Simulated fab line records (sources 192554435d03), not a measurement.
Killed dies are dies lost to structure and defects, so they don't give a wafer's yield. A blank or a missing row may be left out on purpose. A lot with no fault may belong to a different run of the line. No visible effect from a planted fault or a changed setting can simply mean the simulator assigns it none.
Split-lot study || flow n5-finfet || route with 1938 steps; 7 lots, 39 wafers read

ABOUT THE SPLIT
At N5_PASSIVATION_PECVD_53 (deposits SiO2 from TEOS/O2, target thk 800 nm, time 169.4 s), the setting time-s was moved away from the recipe's 169.4 s on 15 of the 39 wafers read, by -37.8% to +34.9%. For the rest of the wafers, this setting stayed at what the recipe calls for.

The reading is taken at the split's own step.

THE READING
SiO2_of_PASSIVATION_PECVD_53.thk-nm (the simulator's own value, which no gauge read), in nm, at N5_PASSIVATION_PECVD_53 (deposits SiO2 from TEOS/O2, target thk 800 nm, time 169.4 s). No usual value for it is given in the file. The 24 wafers here that ran the recipe average 801.2 nm, standard deviation 8.3 nm.

{"wafer": "L076.3", "tool, chamber at the split": "pecvd-02, 1", "time-s as run, s": 169.4, "against the recipe": "recipe", "SiO2_of_PASSIVATION_PECVD_53.thk-nm, nm": 803.2, "against lot-mates on the recipe": "-"}
{"wafer": "L076.4", "tool, chamber at the split": "pecvd-02, 1", "time-s as run, s": 169.4, "against the recipe": "recipe", "SiO2_of_PASSIVATION_PECVD_53.thk-nm, nm": 805.2, "against lot-mates on the recipe": "-"}
{"wafer": "L076.5", "tool, chamber at the split": "pecvd-02, 2", "time-s as run, s": 169.4, "against the recipe": "recipe", "SiO2_of_PASSIVATION_PECVD_53.thk-nm, nm": 809.8, "against lot-mates on the recipe": "-"}
{"wafer": "L080.1", "tool, chamber at the split": "pecvd-04, 0", "time-s as run, s": 169.4, "against the recipe": "recipe", "SiO2_of_PASSIVATION_PECVD_53.thk-nm, nm": 782.4, "against lot-mates on the recipe": "-"}
{"wafer": "L080.2", "tool, chamber at the split": "pecvd-04, 1", "time-s as run, s": 169.4, "against the recipe": "recipe", "SiO2_of_PASSIVATION_PECVD_53.thk-nm, nm": 798.4, "against lot-mates on the recipe": "-"}
{"wafer": "L080.3", "tool, chamber at the split": "pecvd-04, 2", "time-s as run, s": 169.4, "against the recipe": "recipe", "SiO2_of_PASSIVATION_PECVD_53.thk-nm, nm": 792.4, "against lot-mates on the recipe": "-"}
{"wafer": "L080.4", "tool, chamber at the split": "pecvd-04, 0", "time-s as run, s": 169.4, "against the recipe": "recipe", "SiO2_of_PASSIVATION_PECVD_53.thk-nm, nm": 806, "against lot-mates on the recipe": "-"}
{"wafer": "L080.5", "tool, chamber at the split": "pecvd-04, 1", "time-s as run, s": 169.4, "against the recipe": "recipe", "SiO2_of_PASSIVATION_PECVD_53.thk-nm, nm": 808.4, "against lot-mates on the recipe": "-"}
{"wafer": "L080.6", "tool, chamber at the split": "pecvd-04, 2", "time-s as run, s": 169.4, "against the recipe": "recipe", "SiO2_of_PASSIVATION_PECVD_53.thk-nm, nm": 801.4, "against lot-mates on the recipe": "-"}
{"wafer": "L081.1", "tool, chamber at the split": "pecvd-01, 2", "time-s as run, s": 169.4, "against the recipe": "recipe", "SiO2_of_PASSIVATION_PECVD_53.thk-nm, nm": 788, "against lot-mates on the recipe": "-"}
{"wafer": "L081.2", "tool, chamber at the split": "pecvd-01, 0", "time-s as run, s": 228.5, "against the recipe": "+34.9%", "SiO2_of_PASSIVATION_PECVD_53.thk-nm, nm": 1076, "against lot-mates on the recipe": "+275.7"}
{"wafer": "L081.3", "tool, chamber at the split": "pecvd-01, 1", "time-s as run, s": 228.5, "against the recipe": "+34.9%", "SiO2_of_PASSIVATION_PECVD_53.thk-nm, nm": 1072, "against lot-mates on the recipe": "+271.7"}
{"wafer": "L081.4", "tool, chamber at the split": "pecvd-01, 1", "time-s as run, s": 228.5, "against the recipe": "+34.9%", "SiO2_of_PASSIVATION_PECVD_53.thk-nm, nm": 1089, "against lot-mates on the recipe": "+288.7"}
{"wafer": "L081.5", "tool, chamber at the split": "pecvd-01, 2", "time-s as run, s": 169.4, "against the recipe": "recipe", "SiO2_of_PASSIVATION_PECVD_53.thk-nm, nm": 804.4, "against lot-mates on the recipe": "-"}
{"wafer": "L081.6", "tool, chamber at the split": "pecvd-01, 0", "time-s as run, s": 169.4, "against the recipe": "recipe", "SiO2_of_PASSIVATION_PECVD_53.thk-nm, nm": 808.6, "against lot-mates on the recipe": "-"}
{"wafer": "L089.1", "tool, chamber at the split": "pecvd-02, 1", "time-s as run, s": 207.5, "against the recipe": "+22.5%", "SiO2_of_PASSIVATION_PECVD_53.thk-nm, nm": 981.4, "against lot-mates on the recipe": "+172.3"}
{"wafer": "L089.2", "tool, chamber at the split": "pecvd-02, 0", "time-s as run, s": 169.4, "against the recipe": "recipe", "SiO2_of_PASSIVATION_PECVD_53.thk-nm, nm": 801.4, "against lot-mates on the recipe": "-"}
{"wafer": "L089.3", "tool, chamber at the split": "pecvd-02, 2", "time-s as run, s": 207.5, "against the recipe": "+22.5%", "SiO2_of_PASSIVATION_PECVD_53.thk-nm, nm": 982.6, "against lot-mates on the recipe": "+173.5"}
{"wafer": "L089.4", "tool, chamber at the split": "pecvd-02, 2", "time-s as run, s": 169.4, "against the recipe": "recipe", "SiO2_of_PASSIVATION_PECVD_53.thk-nm, nm": 816, "against lot-mates on the recipe": "-"}
{"wafer": "L089.5", "tool, chamber at the split": "pecvd-02, 0", "time-s as run, s": 207.5, "against the recipe": "+22.5%", "SiO2_of_PASSIVATION_PECVD_53.thk-nm, nm": 992.6, "against lot-mates on the recipe": "+183.5"}
{"wafer": "L089.6", "tool, chamber at the split": "pecvd-02, 1", "time-s as run, s": 169.4, "against the recipe": "recipe", "SiO2_of_PASSIVATION_PECVD_53.thk-nm, nm": 809.8, "against lot-mates on the recipe": "-"}
{"wafer": "L091.1", "tool, chamber at the split": "pecvd-01, 2", "time-s as run, s": 131.5, "against the recipe": "-22.4%", "SiO2_of_PASSIVATION_PECVD_53.thk-nm, nm": 614.2, "against lot-mates on the recipe": -183.3}
{"wafer": "L091.2", "tool, chamber at the split": "pecvd-01, 1", "time-s as run, s": 131.5, "against the recipe": "-22.4%", "SiO2_of_PASSIVATION_PECVD_53.thk-nm, nm": 625, "against lot-mates on the recipe": -172.5}
{"wafer": "L091.3", "tool, chamber at the split": "pecvd-01, 0", "time-s as run, s": 169.4, "against the recipe": "recipe", "SiO2_of_PASSIVATION_PECVD_53.thk-nm, nm": 790.8, "against lot-mates on the recipe": "-"}
{"wafer": "L091.4", "tool, chamber at the split": "pecvd-01, 1", "time-s as run, s": 169.4, "against the recipe": "recipe", "SiO2_of_PASSIVATION_PECVD_53.thk-nm, nm": 802.8, "against lot-mates on the recipe": "-"}
{"wafer": "L091.5", "tool, chamber at the split": "pecvd-01, 2", "time-s as run, s": 131.5, "against the recipe": "-22.4%", "SiO2_of_PASSIVATION_PECVD_53.thk-nm, nm": 620.6, "against lot-mates on the recipe": -176.9}
{"wafer": "L091.6", "tool, chamber at the split": "pecvd-01, 0", "time-s as run, s": 169.4, "against the recipe": "recipe", "SiO2_of_PASSIVATION_PECVD_53.thk-nm, nm": 798.8, "against lot-mates on the recipe": "-"}
{"wafer": "L095.1", "tool, chamber at the split": "pecvd-01, 1", "time-s as run, s": 117.7, "against the recipe": "-30.5%", "SiO2_of_PASSIVATION_PECVD_53.thk-nm, nm": 558.4, "against lot-mates on the recipe": -245.6}
{"wafer": "L095.2", "tool, chamber at the split": "pecvd-01, 2", "time-s as run, s": 117.7, "against the recipe": "-30.5%", "SiO2_of_PASSIVATION_PECVD_53.thk-nm, nm": 549.4, "against lot-mates on the recipe": -254.6}
{"wafer": "L095.3", "tool, chamber at the split": "pecvd-01, 0", "time-s as run, s": 117.7, "against the recipe": "-30.5%", "SiO2_of_PASSIVATION_PECVD_53.thk-nm, nm": 551.6, "against lot-mates on the recipe": -252.4}
{"wafer": "L095.4", "tool, chamber at the split": "pecvd-01, 1", "time-s as run, s": 169.4, "against the recipe": "recipe", "SiO2_of_PASSIVATION_PECVD_53.thk-nm, nm": 814.6, "against lot-mates on the recipe": "-"}
{"wafer": "L095.5", "tool, chamber at the split": "pecvd-01, 2", "time-s as run, s": 169.4, "against the recipe": "recipe", "SiO2_of_PASSIVATION_PECVD_53.thk-nm, nm": 793, "against lot-mates on the recipe": "-"}
{"wafer": "L095.6", "tool, chamber at the split": "pecvd-01, 0", "time-s as run, s": 169.4, "against the recipe": "recipe", "SiO2_of_PASSIVATION_PECVD_53.thk-nm, nm": 804.4, "against lot-mates on the recipe": "-"}
{"wafer": "L094.1", "tool, chamber at the split": "pecvd-01, 1", "time-s as run, s": 105.4, "against the recipe": "-37.8%", "SiO2_of_PASSIVATION_PECVD_53.thk-nm, nm": 496, "against lot-mates on the recipe": -300.3}
{"wafer": "L094.2", "tool, chamber at the split": "pecvd-01, 2", "time-s as run, s": 169.4, "against the recipe": "recipe", "SiO2_of_PASSIVATION_PECVD_53.thk-nm, nm": 789.2, "against lot-mates on the recipe": "-"}
{"wafer": "L094.3", "tool, chamber at the split": "pecvd-01, 0", "time-s as run, s": 105.4, "against the recipe": "-37.8%", "SiO2_of_PASSIVATION_PECVD_53.thk-nm, nm": 490.4, "against lot-mates on the recipe": -305.9}
{"wafer": "L094.4", "tool, chamber at the split": "pecvd-01, 1", "time-s as run, s": 169.4, "against the recipe": "recipe", "SiO2_of_PASSIVATION_PECVD_53.thk-nm, nm": 802, "against lot-mates on the recipe": "-"}
{"wafer": "L094.5", "tool, chamber at the split": "pecvd-01, 0", "time-s as run, s": 105.4, "against the recipe": "-37.8%", "SiO2_of_PASSIVATION_PECVD_53.thk-nm, nm": 508.6, "against lot-mates on the recipe": -287.7}
{"wafer": "L094.6", "tool, chamber at the split": "pecvd-01, 2", "time-s as run, s": 169.4, "against the recipe": "recipe", "SiO2_of_PASSIVATION_PECVD_53.thk-nm, nm": 797.8, "against lot-mates on the recipe": "-"}

THE FIT
A straight line over all 39 wafers: SiO2_of_PASSIVATION_PECVD_53.thk-nm changes by +8.05 nm for each +1% of time-s; r = +1.00; the points scatter about the line by 7.8 nm.
The same after taking each lot's own level away (the mean of its wafers on the recipe; 39 wafers): +7.98 nm for each +1%; r = +1.00; scatter 7.3 nm.
The reading moves by 3e+02 nm for the largest change in time-s, on that fit.
The lots' own levels span 796.33 to 809.07 nm, that is 1.5 times the standard deviation above.
The two slopes are in agreement: the lot-to-lot level therefore moves the slope only a little.
Check: -302 nm against its lot-mates is what the line predicts for one of the wafers moved furthest among these (-37.8%) when that wafer is left out of the fit. It came out at -300 nm against them.

THE FILE'S OWN FIT
SiO2_of_PASSIVATION_PECVD_53.thk-nm changes by +7.98 nm for each +1% of time-s, r = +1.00.
